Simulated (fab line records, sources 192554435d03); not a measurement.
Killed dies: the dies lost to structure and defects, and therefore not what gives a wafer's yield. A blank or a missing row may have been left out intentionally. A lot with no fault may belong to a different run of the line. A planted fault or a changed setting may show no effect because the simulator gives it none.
fab line records	flow n5-finfet
[record] lots = 10	wafers = 28	last-day = 17
route steps=1938 shown BEOL_M2@930 BEOL_M3@932 BEOL_M4@1111 PASSIVATION@1936
lots untouched by any fault: they come from a run of this same line in which no faults occurred
start-h: start of the lot's first displayed wafer, in hours after the record's first day	wait-h: hours elapsed since this lot's preceding step	" identical to the entry in the row above	L1.1+2: one row covering several wafers at once	- value missing, or start not given	* or withheld: withheld	< > ~ a bound
route shown NAME@n: NAME is a module with steps in the file, n the number in the route of the first one	usual: mean/standard deviation taken from wafers without a fault	same: alike in all rows	chamber/n: place in a boat	sites: per-site readings	_std_site: how widely they spread, as a standard deviation	_edge_site: outer sites' mean less inner sites'	radius-mm: for every site, how far away it sits from the centre of the wafer	mask NAME#n: copy n	behind: the last tool/chamber to shape the wafer	hold: the reason the lot was held/the length of the hold in hours/how it ended	device: whichever transistor did not switch (one of n, p or np)	end of line: tests of these same wafers at the route's end	a step with no rows: only its recipe	killed: dies that structure and defects cost at the first sort, which is not the same as the wafer's yield	map: per-die view of a wafer (x killed, . not killed, _ where there is no die)
set.NAME: setting as actually run; set.NAME@STEP: the setting as run at that earlier step	model.NAME: the simulator's own value behind a step, which no gauge read
steps of the route over a sample of lots; a table a step, a row a wafer
services: when a tool's chamber went out of use (start-h, in hours from the record's first day, below 0 if earlier), for how many hours, and the reason
[[steps]]
[step N5_BEOL_M2_INSPECT_59]
[recipe] inspect-instrument = darkfield	mode = post-dep
[usual] raw-defect-count = 70/23
lot.wafer	tool	chamber	start-h	wait-h	raw-defect-count
L263.1	defect-inspect-02	-	153.20	0.0	95
L263.3	"	-	"	"	69
L263.5	"	-	"	"	85
L265.1	defect-inspect-01	-	171.22	0.0	67
L265.3	"	-	"	"	88
L265.5	"	-	"	"	57
L266.1	defect-inspect-01	-	175.49	0.0	48
L266.5	"	-	"	"	46
L266.6	"	-	"	"	58
L267.1	defect-inspect-01	-	175.77	0.0	58
L267.3	"	-	"	"	64
L267.5	"	-	"	"	70
L268.2	defect-inspect-02	-	182.31	0.0	85
L268.3	"	-	"	"	81
L268.6	"	-	"	"	85
L269.1	defect-inspect-01	-	184.21	0.0	51
L269.3	"	-	"	"	69
L269.5	"	-	"	"	49
L274.1	defect-inspect-01	-	215.88	0.0	52
L274.3	"	-	"	"	65
L274.4	"	-	"	"	67
L282.2	defect-inspect-02	-	265.32	0.0	78
L282.5	"	-	"	"	74
L282.6	"	-	"	"	124
L283.1	defect-inspect-01	-	275.52	0.0	42
L283.2	"	-	"	"	40
L283.4	"	-	"	"	32
L284.6	defect-inspect-01	-	276.28	0.0	31
[step N5_BEOL_M3_THK_MEAS_01]
[recipe] reads = SiOC_of_BEOL_M3_ILD_DEP_00
[usual] M3_ILD_THK = 79.1/0.96
lot.wafer	tool	chamber	start-h	wait-h	M3_ILD_THK[nm]
L263.1	film-metro-02	-	153.30	0.0	78.9
L263.3	"	-	"	"	79.9
L263.5	"	-	"	"	79.9
L265.1	film-metro-02	-	171.34	0.1	77.1
L265.3	"	-	"	"	80.1
L265.5	"	-	"	"	79.2
L266.1	film-metro-01	-	175.59	0.0	78.5
L266.5	"	-	"	"	78.9
L266.6	"	-	"	"	79.1
L267.1	film-metro-01	-	175.87	0.0	79.0
L267.3	"	-	"	"	78.7
L267.5	"	-	"	"	79.1
L268.2	film-metro-02	-	182.41	0.1	79.2
L268.3	"	-	"	"	78.5
L268.6	"	-	"	"	79.9
L269.1	film-metro-01	-	184.32	0.0	78.7
L269.3	"	-	"	"	78.1
L269.5	"	-	"	"	79.2
L274.1	film-metro-01	-	215.99	0.0	79.1
L274.3	"	-	"	"	78.4
L274.4	"	-	"	"	80.8
L282.2	film-metro-01	-	265.42	0.1	79.8
L282.5	"	-	"	"	81.7
L282.6	"	-	"	"	80.5
L283.1	film-metro-02	-	275.62	0.0	79.4
L283.2	"	-	"	"	78.9
L283.4	"	-	"	"	79.2
L284.6	film-metro-01	-	276.40	0.0	78.7
[step N5_BEOL_M3_HM_DEP_02]
[recipe] material = TiN	target-thk-a = 200	temp-c = 25	chamber-pressure-pa = 0.49996
[usual] substrate-temp-c = 25.00/0.098	throttle-valve-pct = 29.9/1.3
lot.wafer	tool	chamber	start-h	wait-h	substrate-temp-c	throttle-valve-pct
L263.1	pvd-sputter-03	-	154.37	1.0	25.07	28.4
L263.3	"	-	"	"	24.88	28.6
L263.5	"	-	"	"	25.01	28.5
L265.1	pvd-sputter-03	-	171.91	0.5	25.11	28.6
L265.3	"	-	"	"	24.87	30.7
L265.5	"	-	"	"	25.11	28.6
L266.1	pvd-sputter-01	-	177.28	1.6	24.97	30.3
L266.5	"	-	"	"	25.03	31.5
L266.6	"	-	"	"	24.90	29.0
L267.1	pvd-sputter-01	-	177.54	1.6	25.03	28.1
L267.3	"	-	"	"	25.20	30.5
L267.5	"	-	"	"	24.78	29.0
L268.2	pvd-sputter-01	-	183.03	0.6	24.84	27.8
L268.3	"	-	"	"	25.10	31.6
L268.6	"	-	"	"	24.91	27.9
L269.1	pvd-sputter-02	-	187.83	3.5	24.92	31.2
L269.3	"	-	"	"	24.93	31.0
L269.5	"	-	"	"	24.88	30.9
L274.1	pvd-sputter-03	-	217.59	1.6	24.85	28.6
L274.3	"	-	"	"	24.95	30.8
L274.4	"	-	"	"	25.01	28.7
L282.2	pvd-sputter-03	-	265.69	0.2	25.08	28.6
L282.5	"	-	"	"	25.05	28.7
L282.6	"	-	"	"	24.92	28.8
L283.1	pvd-sputter-01	-	279.79	4.1	25.06	29.1
L283.2	"	-	"	"	24.96	30.7
L283.4	"	-	"	"	24.99	31.7
L284.6	pvd-sputter-01	-	280.22	3.7	25.05	27.8
[step N5_BEOL_M3_ETCH_63]
[recipe] chemistry = CF4	target = SiARC	target-depth-a = 156	mask-material = CAR-EUV	time-s = 26	ion-energy-ev = 80	pressure-mtorr = 40	source-w = 545	bias-w = 36	Ar_flow_sccm = 100	cf4-flow-sccm = 100	ends = cleared
[usual] drypump-motor-current-A = 5.9/0.47	etch-rf-on-time-s = 25.9/0.56	oes-product-au = 0.63/0.044	rf-vpp-V = 184.0/1.3	showerhead-plenum-p-Torr = 2.14/0.074	throttle-valve-pct = 15.69/0.17
lot.wafer	tool	chamber	start-h	wait-h	drypump-motor-current-A	etch-rf-on-time-s	oes-product-au	rf-hours-counter-h	rf-vpp-V	showerhead-plenum-p-Torr	throttle-valve-pct
L263.1	rie-diel-02	1	155.14	0.0	6.2	26.5	0.65	140	182.6	2.06	15.53
L263.3	"	2	"	"	6.1	26.6	0.63	153	184.1	2.14	15.54
L263.5	"	2	"	"	6.1	26.7	0.62	-	183.2	2.14	15.56
L265.1	rie-diel-04	2	172.47	0.0	5.4	25.5	0.65	149	184.4	2.14	15.64
L265.3	"	1	"	"	6.0	25.2	0.63	157	185.4	2.22	15.65
L265.5	"	2	"	"	5.4	25.3	0.65	-	184.4	2.14	15.62
L266.1	rie-diel-02	3	177.97	0.0	6.6	26.3	0.56	250	183.4	2.20	15.86
L266.5	"	3	"	"	6.6	26.5	0.56	-	184.8	2.20	15.84
L266.6	"	2	"	"	6.1	26.5	0.62	-	183.8	2.14	15.58
L267.1	rie-diel-04	0	178.11	0.0	6.3	25.2	0.62	212	182.4	2.05	16.03
L267.3	"	2	"	"	5.4	25.6	0.65	151	184.9	2.14	15.66
L267.5	"	1	"	"	6.0	25.4	0.63	-	185.0	2.22	15.68
L268.2	rie-diel-02	2	183.72	0.0	6.2	26.8	0.62	162	184.2	2.14	15.57
L268.3	"	0	"	"	5.1	26.3	0.68	101	185.2	2.25	15.52
L268.6	"	1	"	"	6.2	26.6	0.64	-	182.4	2.06	15.54
L269.1	rie-diel-03	1	188.46	0.0	6.5	25.9	0.62	183	185.3	2.12	15.69
L269.3	"	0	"	"	5.9	25.9	0.59	238	181.6	2.03	15.81
L269.5	"	3	"	"	5.3	26.8	0.61	-	183.5	2.04	15.74
L274.1	rie-diel-04	3	218.16	0.0	6.0	25.4	0.60	189	184.5	2.21	15.64
L274.3	"	2	"	"	5.4	25.7	0.63	162	182.5	2.14	15.65
L274.4	"	0	"	"	6.3	25.1	0.62	223	181.0	2.04	16.03
L282.2	rie-diel-04	1	266.38	0.0	6.0	18.4	0.75	184	184.9	2.21	15.72
L282.5	"	1	"	"	6.0	18.5	0.75	-	184.6	2.21	15.73
L282.6	"	3	"	"	6.0	18.3	0.73	-	183.0	2.21	15.67
L283.1	rie-diel-04	3	280.48	0.0	5.9	18.7	0.72	208	184.0	2.21	15.68
L283.2	"	2	"	"	5.4	18.6	0.77	176	184.3	2.13	15.68
L283.4	"	1	"	"	6.0	18.6	0.73	189	185.2	2.21	15.71
L284.6	rie-diel-04	0	280.76	0.0	6.3	18.4	0.73	-	182.1	2.04	16.08
[step N5_BEOL_M4_RC_MEAS_101]
[usual] DIBL_N = 35.8/1.6	DIBL_P = 36.0/2.1	IOFF_N = 0.153/0.026	IOFF_P = 0.21/0.037	ION_N = 673/11	ION_P = 462/7.6	SS_N = 71.4/0.53	SS_P = 73.2/0.67	VT_N = 250/3.2	VT_P = -250/3.7
lot.wafer	tool	chamber	start-h	wait-h	DIBL_N[mV/V]	DIBL_P[mV/V]	IOFF_N[nA/um]	IOFF_P[nA/um]	ION_N[uA/um]	ION_P[uA/um]	SS_N[mV/dec]	SS_P[mV/dec]	VT_N[mV]	VT_P[mV]
L263.1	prober-02	0	177.41	0.0	35.3	36.1	0.139	0.18	670	453	71.1	73.2	252	-255
L263.3	"	0	"	"	37.4	37.9	0.165	0.20	675	460	71.7	73.4	250	-250
L263.5	"	0	"	"	35.5	35.7	0.137	0.18	673	456	71.6	72.4	253	-252
L265.1	prober-02	0	192.23	0.0	38.4	37.5	0.175	0.22	679	461	72.8	73.6	251	-251
L265.3	"	0	"	"	39.5	39.5	0.193	0.27	685	473	72.2	74.4	250	-249
L265.5	"	0	"	"	36.4	35.9	0.144	0.20	678	464	70.8	73.0	251	-253
L266.1	prober-01	0	198.14	0.0	37.5	36.1	0.193	0.24	691	468	71.4	73.7	245	-246
L266.5	"	0	"	"	37.4	36.3	0.183	0.25	685	471	70.9	73.9	246	-243
L266.6	"	0	"	"	36.8	35.5	0.180	0.24	697	476	70.6	72.9	245	-243
L267.1	prober-02	0	198.55	0.0	34.5	35.5	0.142	0.20	675	468	71.3	72.8	251	-250
L267.3	"	0	"	"	33.6	34.5	0.126	0.17	665	452	71.1	72.9	250	-254
L267.5	"	0	"	"	33.7	34.1	0.124	0.17	670	447	71.2	72.5	252	-252
L268.2	prober-02	0	207.61	0.2	37.0	38.7	0.192	0.25	690	467	71.4	73.6	248	-247
L268.3	"	0	"	"	35.2	35.6	0.153	0.20	680	464	71.2	73.2	250	-253
L268.6	"	0	"	"	35.6	36.5	0.159	0.21	670	463	71.8	72.8	252	-250
L269.1	prober-01	0	207.77	0.0	33.7	33.4	0.121	0.17	658	458	70.6	72.8	253	-255
L269.3	"	0	"	"	33.4	32.9	0.111	0.15	653	450	70.4	72.2	254	-253
L269.5	"	0	"	"	31.5	30.3	0.091	0.13	647	445	70.2	72.0	256	-257
L274.1	prober-02	0	240.69	0.0	33.4	32.2	0.113	0.16	656	449	71.4	71.8	254	-252
L274.3	"	0	"	"	33.7	32.9	0.112	0.17	659	457	70.6	72.4	255	-251
L274.4	"	0	"	"	36.6	37.2	0.168	0.23	684	465	71.2	73.2	249	-248
L282.2	prober-02	0	285.42	0.2	33.9	35.1	0.134	0.19	659	463	70.9	73.0	254	-250
L282.5	"	0	"	"	35.2	36.3	0.168	0.23	673	466	71.8	73.2	248	-246
L282.6	"	0	"	"	35.8	37.1	0.181	0.23	680	460	72.2	73.5	249	-246
L283.1	prober-02	0	302.40	0.0	37.5	38.2	0.156	0.21	668	458	71.6	73.6	251	-251
L283.2	"	0	"	"	38.3	39.0	0.157	0.24	672	469	71.8	74.3	252	-250
L283.4	"	0	"	"	38.3	38.8	0.167	0.22	674	458	71.5	73.8	248	-249
L284.6	prober-01	0	302.91	0.8	37.3	37.4	0.188	0.24	685	467	71.0	73.3	246	-250
[step N5_PASSIVATION_PROBE_49]
[usual] defect-limited-yield = 91.3/1.5	killed_at_M0_to_M3 = 33/12	killed_at_M4_up = 13/5.2	killed-at-contacts = 13/6.7	killed-at-front-end = 40/11	killed-at-other = 4.1/2.7	killed-dies = 103/17	killed-on-rim = 14/4.2	killed-open = 69/13	killed-short = 33/8.4	sort_bin_5_function = 5.1/1	sort_bin_6_memory = 3.2/0.62	sort-n-pass = 1077/17	sort-yield-pct = 91.3/1.5
[same] gross-dies = 1180	killed-at-back-side = 0	sort_bin_4_leakage[%] = 0	sort_bin_8_speed[%] = 0
lot.wafer	tool	chamber	start-h	wait-h	defect-limited-yield[%]	killed_at_M0_to_M3	killed_at_M4_up	killed-at-contacts	killed-at-front-end	killed-at-other	killed-dies	killed-on-rim	killed-open	killed-short	sort_bin_5_function[%]	sort_bin_6_memory[%]	sort-n-pass	sort-yield-pct[%]
L263.1	prober-01	-	274.66	0.0	91.4	27	5	5	61	4	102	15	72	28	5.3	3.1	1078	91.4
L263.3	prober-01	-	274.76	0.1	91.4	30	4	16	51	1	102	15	67	31	5.3	3.2	1078	91.4
L263.5	prober-01	-	274.86	0.2	92.5	33	12	10	32	1	88	10	65	22	4.5	2.8	1092	92.5
L266.1	prober-01	-	299.41	0.0	91.4	39	21	2	30	9	101	15	71	30	5.5	2.7	1079	91.4
L266.5	prober-01	-	299.61	0.2	90.6	45	25	4	26	11	111	13	73	37	5.8	3.3	1069	90.6
L266.6	prober-01	-	299.66	0.3	91.8	27	26	2	36	6	97	8	64	31	4.3	3.5	1083	91.8
L265.1	prober-02	-	303.80	0.0	92.2	44	7	6	31	4	92	8	59	32	4.2	3.3	1088	92.2
L265.3	prober-02	-	303.90	0.1	90.5	44	19	12	31	6	112	14	75	36	5.4	3.7	1068	90.5
L265.5	prober-02	-	304.00	0.2	91.7	44	18	8	26	2	98	10	56	42	4.8	3.0	1082	91.7
L267.1	prober-01	-	311.91	0.0	89.2	42	9	28	39	10	128	17	85	42	6.2	3.8	1052	89.2
L267.3	prober-01	-	312.01	0.1	91.0	40	10	20	31	5	106	11	65	39	4.9	3.8	1074	91.0
L267.5	prober-01	-	312.11	0.2	93.0	36	8	14	18	7	83	10	61	22	4.1	2.6	1097	93.0
L268.2	prober-02	-	315.25	0.1	93.5	18	16	12	25	6	77	6	47	29	3.4	2.6	1103	93.5
L268.3	prober-02	-	315.30	0.1	90.5	57	8	6	35	6	112	11	65	47	5.8	3.2	1068	90.5
L268.6	prober-02	-	315.45	0.3	89.6	42	18	3	54	6	123	16	67	54	5.8	4.2	1057	89.6
L269.1	prober-01	-	316.66	0.0	91.8	35	12	12	38	0	97	13	66	31	5.0	3.1	1083	91.8
L269.3	prober-01	-	316.76	0.1	88.9	38	17	19	54	3	131	14	87	44	6.2	4.4	1049	88.9
L269.5	prober-01	-	316.86	0.2	90.0	32	19	31	36	0	118	15	80	37	6.3	3.5	1062	90.0
L274.1	prober-01	-	344.00	0.0	91.7	17	14	24	41	2	98	15	67	30	5.2	2.8	1082	91.7
L274.3	prober-01	-	344.10	0.1	90.8	16	13	15	62	3	109	14	84	25	5.3	3.6	1071	90.8
L274.4	prober-01	-	344.15	0.2	91.0	29	18	9	42	8	106	16	70	35	5.9	2.9	1074	91.0
L282.2	prober-01	-	394.75	0.3	91.9	24	10	17	41	4	96	8	70	23	4.6	3.3	1084	91.9
L282.5	prober-01	-	394.90	0.5	91.6	28	13	18	30	10	99	14	70	26	5.3	3.1	1081	91.6
L282.6	prober-01	-	394.95	0.5	90.8	34	11	19	35	9	108	15	65	39	5.3	3.1	1072	90.8
L283.1	prober-02	-	396.43	0.0	91.9	24	12	4	50	6	96	13	47	45	4.8	3.1	1084	91.9
L283.2	prober-02	-	396.48	0.1	92.7	37	9	5	30	5	86	7	52	32	4.2	3.0	1094	92.7
L283.4	prober-02	-	396.58	0.2	89.1	60	12	7	48	2	129	20	68	58	6.8	3.7	1051	89.1
L284.6	prober-02	-	403.04	0.3	93.3	22	10	14	28	5	79	9	57	21	4.2	2.3	1101	93.3
// killed by level:class
L263.1 FIN_SAQP:geometric-particle:open=27 FIN_SAQP:geometric-particle:short=13 STI_FIN_REVEAL:geometric-particle:open=7 BEOL_M3:geometric-particle:open=6 BEOL_M1:geometric-particle:open=6 BEOL_M2:geometric-particle:open=6 MOL_CONTACT_COAG:geometric-particle:open=4 GATE_CUT:geometric-particle:open=3
L263.3 FIN_SAQP:geometric-particle:open=26 BEOL_M3:geometric-particle:open=12 FIN_SAQP:geometric-particle:short=9 MOL_CONTACT_COAG:geometric-particle:open=9 MOL_CONTACT_COAG:geometric-particle:short=7 BEOL_M2:geometric-particle:open=6 BEOL_M2:geometric-particle:short=4 STI_FIN_REVEAL:geometric-particle:short=3
L263.5 BEOL_M2:geometric-particle:open=16 FIN_SAQP:geometric-particle:open=9 BEOL_M3:geometric-particle:open=8 MOL_CONTACT_COAG:geometric-particle:open=7 STI_FIN_REVEAL:geometric-particle:open=5 BEOL_M1:geometric-particle:open=4 FIN_SAQP:geometric-particle:short=3 MOL_CONTACT_COAG:geometric-particle:short=3
L266.1 BEOL_M4:geometric-particle:open=12 BEOL_M0_SAQP:geometric-particle:short=9 BEOL_M0_SAQP:geometric-particle:open=9 STI_FIN_REVEAL:geometric-particle:open=7 BEOL_M0:geometric-particle:open=6 BEOL_M3:geometric-particle:open=5 FIN_SAQP:geometric-particle:open=4 DUMMY_GATE:geometric-particle:open=3
L266.5 BEOL_M3:geometric-particle:open=12 BEOL_M0_SAQP:geometric-particle:short=10 BEOL_M4:geometric-particle:open=10 BEOL_M0:geometric-particle:open=7 STI_FIN_REVEAL:geometric-particle:open=6 DUMMY_GATE:geometric-particle:open=6 BEOL_M0_SAQP:geometric-particle:open=6 GATE_CUT:geometric-particle:short=4
L266.6 BEOL_M4:geometric-particle:open=18 STI_FIN_REVEAL:geometric-particle:open=14 FIN_SAQP:geometric-particle:open=5 BEOL_M0_SAQP:geometric-particle:short=5 BEOL_M0_SAQP:geometric-particle:open=5 BEOL_M4:geometric-particle:short=5 BEOL_M1:geometric-particle:open=5 BEOL_M3:geometric-particle:open=4
L265.1 BEOL_M0_SAQP:geometric-particle:open=9 BEOL_M0_SAQP:geometric-particle:short=9 BEOL_M2:geometric-particle:open=9 FIN_SAQP:geometric-particle:open=7 BEOL_M1:geometric-particle:open=7 FIN_SAQP:geometric-particle:short=6 MOL_CONTACT_COAG:geometric-particle:open=6 STI_FIN_REVEAL:geometric-particle:open=4
L265.3 BEOL_M0_SAQP:geometric-particle:short=15 MOL_CONTACT_COAG:geometric-particle:open=10 FIN_SAQP:geometric-particle:open=9 STI_FIN_REVEAL:geometric-particle:open=7 BEOL_M0_SAQP:geometric-particle:open=6 BEOL_M1:geometric-particle:open=6 BEOL_M4:geometric-particle:open=5 FIN_SAQP:geometric-particle:short=4
L265.5 BEOL_M0_SAQP:geometric-particle:short=14 BEOL_M3:geometric-particle:open=10 BEOL_M0_SAQP:geometric-particle:open=8 FIN_SAQP:geometric-particle:short=7 MOL_CONTACT_COAG:geometric-particle:open=6 FIN_SAQP:geometric-particle:open=5 BEOL_M2:geometric-particle:open=5 BEOL_M5:geometric-particle:open=5
L267.1 MOL_CONTACT_COAG:geometric-particle:open=19 STI_FIN_REVEAL:geometric-particle:open=16 BEOL_M0_SAQP:geometric-particle:open=11 MOL_CONTACT_COAG:geometric-particle:short=9 BEOL_M1:geometric-particle:open=9 BEOL_M0_SAQP:geometric-particle:short=6 FIN_CUT:geometric-particle:short=4 BEOL_M1:geometric-particle:short=4
L267.3 MOL_CONTACT_COAG:geometric-particle:open=16 BEOL_M0_SAQP:geometric-particle:short=12 BEOL_M0_SAQP:geometric-particle:open=8 BEOL_M3:geometric-particle:open=7 GATE_CUT:geometric-particle:short=7 STI_FIN_REVEAL:geometric-particle:open=6 BEOL_M2:geometric-particle:open=5 MOL_CONTACT_COAG:geometric-particle:short=4
L267.5 MOL_CONTACT_COAG:geometric-particle:open=13 BEOL_M0_SAQP:geometric-particle:open=12 BEOL_M3:geometric-particle:open=7 BEOL_M0:geometric-particle:open=6 BEOL_M0_SAQP:geometric-particle:short=5 BEOL_M3:geometric-particle:short=4 STI_FIN_REVEAL:geometric-particle:open=3 MIM_TOP:geometric-particle:short=3
L268.2 MOL_CONTACT_COAG:geometric-particle:open=11 BEOL_M0_SAQP:geometric-particle:short=7 DUMMY_GATE:geometric-particle:open=6 GATE_CUT:geometric-particle:short=6 STI_FIN_REVEAL:geometric-particle:open=4 BEOL_M0_SAQP:geometric-particle:open=4 BEOL_M1:geometric-particle:open=4 BEOL_M5:geometric-particle:open=4
L268.3 BEOL_M0_SAQP:geometric-particle:open=15 BEOL_M2:geometric-particle:open=13 BEOL_M0_SAQP:geometric-particle:short=10 FIN_SAQP:geometric-particle:short=9 FIN_SAQP:geometric-particle:open=7 STARTING-WAFER:geometric-particle:short=5 MOL_CONTACT_COAG:geometric-particle:open=4 BEOL_M1:geometric-particle:open=4
L268.6 FIN_SAQP:geometric-particle:short=20 BEOL_M0_SAQP:geometric-particle:short=12 FIN_SAQP:geometric-particle:open=10 BEOL_M1:geometric-particle:open=8 STI_FIN_REVEAL:geometric-particle:open=7 BEOL_M0_SAQP:geometric-particle:open=6 BEOL_M4:geometric-particle:open=6 BEOL_M2:geometric-particle:open=4
L269.1 STI_FIN_REVEAL:geometric-particle:open=12 BEOL_M0_SAQP:geometric-particle:short=11 FIN_SAQP:geometric-particle:open=7 DUMMY_GATE:geometric-particle:open=6 MOL_CONTACT_COAG:geometric-particle:open=6 MOL_CONTACT_COAG:geometric-particle:short=6 ILD0:geometric-particle:open=5 BEOL_M2:geometric-particle:open=5
L269.3 MOL_CONTACT_COAG:geometric-particle:open=14 DUMMY_GATE:geometric-particle:open=12 BEOL_M0_SAQP:geometric-particle:open=12 FIN_SAQP:geometric-particle:short=9 STI_FIN_REVEAL:geometric-particle:open=9 BEOL_M0_SAQP:geometric-particle:short=8 BEOL_M4:geometric-particle:open=7 BEOL_M1:geometric-particle:open=6
L269.5 MOL_CONTACT_COAG:geometric-particle:open=27 FIN_SAQP:geometric-particle:open=10 BEOL_M1:geometric-particle:open=9 FIN_SAQP:geometric-particle:short=8 BEOL_M4:geometric-particle:short=8 BEOL_M4:geometric-particle:open=7 BEOL_M2:geometric-particle:open=6 STI_FIN_REVEAL:geometric-particle:open=4
L274.1 MOL_CONTACT_COAG:geometric-particle:open=19 FIN_SAQP:geometric-particle:open=11 BEOL_M4:geometric-particle:open=8 STI_FIN_REVEAL:geometric-particle:open=7 MOL_CONTACT_COAG:geometric-particle:short=5 FIN_SAQP:geometric-particle:short=4 DUMMY_GATE:geometric-particle:short=4 GATE_CUT:geometric-particle:short=4
L274.3 FIN_SAQP:geometric-particle:open=20 STI_FIN_REVEAL:geometric-particle:open=12 MOL_CONTACT_COAG:geometric-particle:open=11 FIN_SAQP:geometric-particle:short=8 BEOL_M3:geometric-particle:open=8 DUMMY_GATE:geometric-particle:open=7 BEOL_M4:geometric-particle:open=5 MOL_CONTACT_COAG:geometric-particle:short=4
L274.4 STI_FIN_REVEAL:geometric-particle:open=9 MOL_CONTACT_COAG:geometric-particle:open=7 BEOL_M2:geometric-particle:open=7 STARTING-WAFER:geometric-particle:open=6 BEOL_M0_SAQP:geometric-particle:short=5 BEOL_M1:geometric-particle:open=5 BEOL_M5:geometric-particle:open=5 PASS1_CAP:geometric-particle:short=5
L282.2 MOL_CONTACT_COAG:geometric-particle:open=14 FIN_SAQP:geometric-particle:open=11 BEOL_M0_SAQP:geometric-particle:open=6 BEOL_M0_SAQP:geometric-particle:short=6 BEOL_M2:geometric-particle:open=5 BEOL_M3:geometric-particle:open=5 FIN_SAQP:geometric-particle:short=4 ILD0:geometric-particle:open=4
L282.5 MOL_CONTACT_COAG:geometric-particle:open=17 STI_FIN_REVEAL:geometric-particle:open=10 BEOL_M1:geometric-particle:open=7 GATE_CUT:geometric-particle:short=5 BEOL_M0_SAQP:geometric-particle:short=5 BEOL_M3:geometric-particle:open=5 BEOL_M4:geometric-particle:open=5 PASS1_CAP:geometric-particle:short=5
L282.6 MOL_CONTACT_COAG:geometric-particle:open=15 BEOL_M3:geometric-particle:open=8 BEOL_M0_SAQP:geometric-particle:open=6 BEOL_M2:geometric-particle:open=6 GATE_CUT:geometric-particle:open=5 GATE_CUT:geometric-particle:short=5 BEOL_M0_SAQP:geometric-particle:short=5 MOL_CONTACT_COAG:geometric-particle:short=4
L283.1 FIN_SAQP:geometric-particle:short=16 BEOL_M0_SAQP:geometric-particle:short=7 STI_FIN_REVEAL:geometric-particle:open=6 DUMMY_GATE:geometric-particle:open=6 BEOL_M1:geometric-particle:open=5 MOL_CONTACT_COAG:geometric-particle:open=4 BEOL_M0_SAQP:geometric-particle:open=4 BEOL_M2:geometric-particle:open=4
L283.2 BEOL_M0_SAQP:geometric-particle:open=11 FIN_SAQP:geometric-particle:short=9 BEOL_M0_SAQP:geometric-particle:short=9 BEOL_M1:geometric-particle:open=9 MOL_CONTACT_COAG:geometric-particle:open=5 FIN_SAQP:geometric-particle:open=3 SPACER0:geometric-particle:open=3 BEOL_M1:geometric-particle:short=3
L283.4 FIN_SAQP:geometric-particle:short=19 BEOL_M0_SAQP:geometric-particle:short=18 BEOL_M1:geometric-particle:open=12 FIN_SAQP:geometric-particle:open=10 BEOL_M0_SAQP:geometric-particle:open=9 BEOL_M4:geometric-particle:open=7 BEOL_M2:geometric-particle:open=5 STI_FIN_REVEAL:geometric-particle:open=4
L284.6 MOL_CONTACT_COAG:geometric-particle:open=13 STI_FIN_REVEAL:geometric-particle:open=9 BEOL_M2:geometric-particle:open=7 DUMMY_GATE:geometric-particle:open=6 BEOL_M1:geometric-particle:open=4 BEOL_M3:geometric-particle:open=4 BEOL_M0_SAQP:geometric-particle:short=3 FIN_SAQP:geometric-particle:short=3
[[services]]
tool	chamber	start-h	hours	kind
pvd-sputter-01	-	143.08	4.3	repair
rie-diel-02	3	178.90	-	clean
rie-diel-02	3	178.90	-	consumable-replace:focus-ring
rie-diel-02	3	178.90	12.8	scheduled-down
rie-diel-02	3	178.90	12.8	vent-cycle
rie-diel-02	3	210.65	2.9	repair
rie-diel-03	0	225.48	-	clean
rie-diel-03	0	225.48	-	consumable-replace:focus-ring
rie-diel-03	0	225.48	-	consumable-replace:showerhead
rie-diel-03	0	225.48	21.1	scheduled-down
rie-diel-03	0	225.48	21.1	vent-cycle
rie-diel-04	2	248.97	8.5	repair
rie-diel-02	3	249.69	7.0	repair
pvd-sputter-03	-	279.46	4.2	repair
[[key]]
[first-sign] step = N5_BEOL_M3_ETCH_63	reading = etch-rf-on-time-s	direction = down	sigmas = 13	usual = *	struck = *
[effect] step = N5_BEOL_M3_ETCH_63	reading = oes-product-au	direction = up	sigmas = 2.6	usual = 0.63	struck = 0.74
met-at N5_BEOL_M3_ETCH_63
struck-lots L282,L283,L284
not-acting-at N5_BEOL_M2_INSPECT_59,N5_BEOL_M3_THK_MEAS_01,N5_BEOL_M3_HM_DEP_02
onset-between 218.16 266.38
[fault] kind = process-parameter-drift	tool = rie-diel-04	chamber = -	onset-h = 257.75	steps = N5_BEOL_M3_ETCH_63	channel = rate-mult	offset = 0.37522	shape = step	end-h = 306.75
